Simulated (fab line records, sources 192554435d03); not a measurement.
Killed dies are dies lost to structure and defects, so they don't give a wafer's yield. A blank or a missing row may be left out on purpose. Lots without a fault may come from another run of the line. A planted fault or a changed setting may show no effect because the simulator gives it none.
fab line records | flow n5_finfet
record lots=6 wafers=18 last_day=18
route steps=1938 shown MIM_BOT_LITHO@1854 MIM_BOT_ETCH@1866
lots that met no fault: from a run of the same line without faults
start_h: hours from the record's first day to the start of the lot's first wafer shown | wait_h: hours since the lot's step before | " the same as in the row above | L1.1+2: a row that stands for several wafers | - no value, or no start given | * or withheld: withheld | < > ~ a bound
route shown NAME@n: a module of which the file shows steps, and the number in the route of the first | usual: mean/standard deviation of fault-free wafers | same: alike in all rows | chamber/n: place in a boat | sites: the reading at each site | _std_site: their standard deviation | _edge_site: outer sites' mean less inner sites' | radius_mm: how far each site lies from the wafer's centre | mask NAME#n: copy n | behind: the tool/chamber that last shaped the wafer | hold: why the lot was held/for how many hours/how that ended | device: the transistor (n, p or np) that didn't switch | end of line: the same wafers' tests at the end of the route | a step without rows: its recipe alone | killed: dies lost to structure and defects at the first sort, not the wafer's yield | map: a wafer's dies, x killed, . not, _ none there
set.NAME: the setting as run; set.NAME@STEP: as run at that earlier step | model.NAME: the simulator's own value behind a step, which no gauge read
lots at some steps of the route; a table a step, a row a wafer
services: from which hour (start_h, from the record's first day; less than 0 if before it) a tool's chamber was out of use, for how many hours, and why
## steps
# step N5_MIM_BOT_LITHO_HMDS_01
# recipe time_s=60 temp_c=120
# step N5_MIM_BOT_LITHO_COAT_02
# recipe spin_rpm=* resist_thk_nm=*
# step N5_MIM_BOT_LITHO_EBR_04
# recipe solvent=PGMEA ebr_width_mm=1.5
# step N5_MIM_BOT_LITHO_SOFTBAKE_03
# recipe temp_c=100 time_s=90
# step N5_MIM_BOT_LITHO_EXPOSE_05
# recipe mask_id=MIM_BOT na=0.55 source_shape=conventional sigma_outer=0.8 polarization=unpolarized dose_mj=24.25
# step N5_MIM_BOT_LITHO_PEB_06
# recipe peb_temp_c=withheld peb_time_s=*
# step N5_MIM_BOT_LITHO_DEVELOP_07
# recipe develop_time_s=60 rinse_liquid=diw dry=air_spin dev_temp_c=21
# step N5_MIM_BOT_LITHO_HARDBAKE_09
# recipe temp_c=130 time_s=120
# step N5_MIM_BOT_LITHO_CD_MEAS_08
# recipe target_cd_nm=3000 landing_energy_ev=500 detector=se_inlens polarity=opening
# usual cd_nm=2999.7/1.3
# columns lot.wafer tool chamber start_h wait_h cd_nm
L787.3 cd_sem-01 0 328.49 - 3000.5
L787.4 " 0 " " 3001.1
L787.6 " 0 " " 2999.2
L792.2 cd_sem-03 0 349.81 - 3000.2
L792.5 " 0 " " 2998.9
L792.6 " 0 " " 2999.3
L797.1 cd_sem-03 0 387.85 - 2998.6
L797.4 " 0 " " 2999.8
L797.6 " 0 " " 3000.0
L799.1 cd_sem-01 0 407.30 - 2999.5
L799.3 " 0 " " 3001.0
L799.6 " 0 " " 3000.0
L803.2 cd_sem-01 0 425.30 - 3001.5
L803.4 " 0 " " 2999.8
L803.6 " 0 " " 3000.3
L802.3 cd_sem-03 0 425.46 - 2999.5
L802.4 " 0 " " 3000.4
L802.6 " 0 " " 2999.5
# step N5_MIM_BOT_LITHO_OVL_MEAS_11
# recipe points_per_wafer=44
# usual MIM_BOT_OVL=-2/5.6
# same points_per_wafer=44
# columns lot.wafer tool chamber start_h wait_h MIM_BOT_OVL[nm]
L787.3 overlay-02 0 328.52 0.0 -1
L787.4 " 0 " " 8
L787.6 " 0 " " -3
L792.2 overlay-01 0 349.84 0.0 -14
L792.5 " 0 " " -7
L792.6 " 0 " " -4
L797.1 overlay-02 0 387.88 0.0 -7
L797.4 " 0 " " 0
L797.6 " 0 " " -6
L799.1 overlay-01 0 407.33 0.0 0
L799.3 " 0 " " 6
L799.6 " 0 " " 5
L803.2 overlay-02 0 425.33 0.0 -10
L803.4 " 0 " " -6
L803.6 " 0 " " -7
L802.3 overlay-01 0 425.49 0.0 -11
L802.4 " 0 " " -3
L802.6 " 0 " " -4
# step N5_MIM_BOT_LITHO_INSPECT_12
# recipe mode=adi inspect_instrument=macro
# usual raw_defect_count=2.2/1.4
# columns lot.wafer tool chamber start_h wait_h raw_defect_count
L787.3 defect_inspect-02 - 328.54 0.0 2
L787.4 " - " " 1
L787.6 " - " " 2
L792.2 defect_inspect-02 - 349.86 0.0 2
L792.5 " - " " 0
L792.6 " - " " 5
L797.1 defect_inspect-01 - 387.90 0.0 0
L797.4 " - " " 5
L797.6 " - " " 3
L799.1 defect_inspect-02 - 407.36 0.0 1
L799.3 " - " " 3
L799.6 " - " " 4
L803.2 defect_inspect-02 - 425.35 0.0 2
L803.4 " - " " 3
L803.6 " - " " 3
L802.3 defect_inspect-01 - 425.52 0.0 3
L802.4 " - " " 3
L802.6 " - " " 2
# step N5_MIM_BOT_LITHO_DESCUM_10
# recipe chemistry=O2 time_s=7.9 source_power_w=50 bias_power_w=20 pressure_mtorr=20 rf_frequency_hz=2.712e+07 temp_c=40 o2_flow_sccm=225
# usual bias_power_w=20.01/0.057 drypump_motor_current_A=5.8/0.36 oes_product_au=0.77/0.076 rf_vpp_V=243.4/1.2 showerhead_plenum_p_Torr=2.11/0.055 throttle_valve_pct=20.51/0.15
# columns lot.wafer tool chamber start_h wait_h bias_power_w drypump_motor_current_A oes_product_au rf_hours_counter_h rf_vpp_V showerhead_plenum_p_Torr throttle_valve_pct
L787.3 rie_diel-01 2 328.57 0.0 19.99 6.2 0.79 114 241.3 2.01 20.61
L787.4 " 3 " " 20.07 5.6 0.72 186 242.4 2.08 20.61
L787.6 " 0 " " 20.06 5.8 0.80 - 244.1 2.19 20.52
L792.2 rie_diel-06 0 350.01 0.1 20.04 6.0 0.69 240 243.6 2.06 20.72
L792.5 " 1 " " 19.95 5.7 0.79 - 244.7 2.10 20.53
L792.6 " 0 " " 20.00 5.9 0.69 - 242.0 2.06 20.71
L797.1 rie_diel-06 2 388.11 0.2 20.07 5.1 0.68 243 243.5 2.16 20.43
L797.4 " 3 " " 19.96 5.9 0.70 - 243.6 2.08 20.57
L797.6 " 1 " " 19.95 5.7 0.77 - 243.5 2.10 20.55
L799.1 rie_diel-06 1 407.39 0.0 20.04 5.7 0.76 141 243.3 2.09 20.56
L799.3 " 3 " " 20.16 5.9 0.69 222 243.1 2.08 20.58
L799.6 " 3 " " 20.24 5.9 0.70 - 242.5 2.08 20.58
L803.2 rie_diel-01 1 425.39 0.0 19.94 5.7 0.75 167 242.7 2.09 20.52
L803.4 " 1 " " 20.03 5.7 0.74 - 242.9 2.09 20.52
L803.6 " 1 " " 19.93 5.8 0.74 - 243.0 2.09 20.51
L802.3 rie_diel-04 2 425.55 0.0 19.95 5.4 0.89 30 243.6 2.13 20.66
L802.4 " 1 " " 19.99 5.3 0.72 182 243.7 2.07 20.22
L802.6 " 2 " " 19.93 5.4 0.88 - 244.6 2.13 20.68
# step N5_MIM_BOT_ETCH_ETCH_04
# recipe chemistry=CF4/O2 target=SiNx target_depth_a=260 time_s=13 ion_energy_ev=100 pressure_mtorr=40 source_w=535 bias_w=49 Ar_flow_sccm=100 cf4_flow_sccm=100 O2_flow_sccm=10
# usual O2_flow_sccm=10.004/0.029 drypump_motor_current_A=5.8/0.36 oes_product_au=0.77/0.076 rf_vpp_V=241.7/2.9 showerhead_plenum_p_Torr=2.22/0.052 throttle_valve_pct=16.06/0.15
# columns lot.wafer tool chamber start_h wait_h O2_flow_sccm drypump_motor_current_A oes_product_au rf_hours_counter_h rf_vpp_V showerhead_plenum_p_Torr throttle_valve_pct model.etch.depth_nm
L787.3 rie_diel-01 2 328.64 0.0 9.971 6.2 0.79 114 238.8 2.13 16.18 25.94
L787.4 " 3 " " 10.026 5.6 0.73 186 241.8 2.20 16.23 25.61
L787.6 " 0 " " 10.006 5.7 0.80 - 245.6 2.30 16.05 25.7
L792.2 rie_diel-06 0 350.07 0.0 10.007 6.0 0.70 240 234.9 2.17 16.31 25.69
L792.5 " 1 " " 9.970 5.7 0.78 - 246.1 2.22 16.11 25.82
L792.6 " 0 " " 9.999 5.9 0.70 - 235.7 2.17 16.31 25.67
L797.1 rie_diel-06 2 388.17 0.0 10.033 5.1 0.69 243 244.4 2.27 16.06 25.9
L797.4 " 3 " " 9.996 5.9 0.71 - 237.7 2.18 16.06 26.06
L797.6 " 1 " " 9.972 5.7 0.78 - 245.1 2.21 16.14 24.27
L799.1 rie_diel-06 1 407.46 0.0 9.975 5.7 0.76 141 244.3 2.21 16.15 25.82
L799.3 " 3 " " 9.971 5.9 0.69 222 238.2 2.18 16.09 25.6
L799.6 " 3 " " 9.973 5.9 0.69 - 240.0 2.18 16.07 24.14
L803.2 rie_diel-01 1 425.49 0.1 9.987 5.7 0.75 167 240.8 2.19 16.07 25.9
L803.4 " 1 " " 9.997 5.7 0.75 - 239.9 2.19 16.06 25.88
L803.6 " 1 " " 9.961 5.7 0.74 - 239.3 2.19 16.08 25.85
L802.3 rie_diel-04 2 425.62 0.0 9.981 5.4 0.89 30 240.7 2.24 16.12 26.36
L802.4 " 1 " " 9.978 5.3 0.72 182 235.8 2.18 15.86 25.63
L802.6 " 2 " " 10.081 5.4 0.88 - 243.2 2.24 16.14 26.13
# step N5_MIM_BOT_ETCH_ETCH_03
# recipe chemistry=Cl2/BCl3 target_depth_a=120 pressure_mtorr=8 icp_w=800 bias_w=100 Cl2_flow_sccm=20 bcl3_flow_sccm=80
# usual drypump_motor_current_A=5.9/0.52 oes_product_au=0.82/0.066 throttle_valve_pct=27.38/0.27
# columns lot.wafer tool chamber start_h wait_h drypump_motor_current_A oes_product_au rf_hours_counter_h throttle_valve_pct
L787.3 rie_metal-01 1 328.76 0.1 6.2 0.75 - 27.27
L787.4 " 0 " " 6.8 0.88 - 27.55
L787.6 " 1 " " 6.1 0.75 - 27.24
L792.2 rie_metal-03 1 350.19 0.1 5.1 0.75 - 27.33
L792.5 " 1 " " 5.1 0.76 - 27.32
L792.6 " 1 " " 5.1 0.75 - 27.31
L797.1 rie_metal-01 0 388.26 0.1 6.7 0.85 19 27.56
L797.4 " 1 " " 6.2 0.74 - 27.28
L797.6 " 1 " " 6.1 0.74 - 27.27
L799.1 rie_metal-03 1 407.55 0.1 5.1 0.74 61 27.32
L799.3 " 0 " " 5.9 0.90 - 27.03
L799.6 " 1 " " 5.1 0.74 - 27.32
L803.2 rie_metal-02 1 425.61 0.1 6.0 0.79 40 27.91
L803.4 " 1 " " 6.0 0.79 - 27.92
L803.6 " 0 " " 5.6 0.86 - 27.27
L802.3 rie_metal-03 0 425.73 0.1 5.9 0.89 - 27.01
L802.4 " 1 " " 5.1 0.74 - 27.35
L802.6 " 0 " " 5.9 0.88 - 27.03
## services
# columns tool chamber start_h hours kind
rie_diel-06 - 310.71 2.8 pm
rie_diel-01 0 311.39 14.6 repair
rie_diel-04 2 317.65 - clean
rie_diel-04 2 317.65 - consumable_replace:focus_ring
rie_diel-01 1 323.83 2.3 repair
rie_diel-04 0 328.48 9.2 repair
rie_metal-02 - 331.27 0.7 repair
rie_diel-01 1 337.50 9.0 repair
rie_metal-03 0 339.24 12.5 repair
rie_diel-01 3 376.33 6.9 repair
rie_diel-06 0 377.94 8.3 repair
rie_diel-06 0 386.49 - clean
rie_diel-06 0 386.49 - consumable_replace:esc
rie_diel-06 0 386.49 - consumable_replace:focus_ring
rie_diel-06 0 386.49 24.7 scheduled_down
rie_diel-06 0 386.49 24.7 vent_cycle
rie_diel-01 2 397.61 35.8 repair
rie_diel-06 2 401.88 2.7 repair
rie_diel-06 2 411.21 - clean
rie_diel-06 2 411.21 - consumable_replace:focus_ring
rie_diel-06 2 411.21 21.9 scheduled_down
rie_diel-06 2 411.21 21.9 vent_cycle
rie_diel-06 1 416.73 1.6 repair
rie_diel-01 3 424.27 7.3 repair
## key
first_sign none at tools or gauges
model_effect step=N5_MIM_BOT_ETCH_ETCH_04 value=etch.depth_nm without=25.91 struck=24.21
met_at N5_MIM_BOT_ETCH_ETCH_04
struck_wafers L797.6,L799.6
onset_between 350.07 388.17
fault kind=process_parameter_drift tool=rie_diel-06 chamber=- onset_h=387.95 steps=N5_MIM_BOT_ETCH_ETCH_04 channel=time_s offset=* shape=step end_h=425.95 scope=struck_wafers_only acts_in=* stated=*
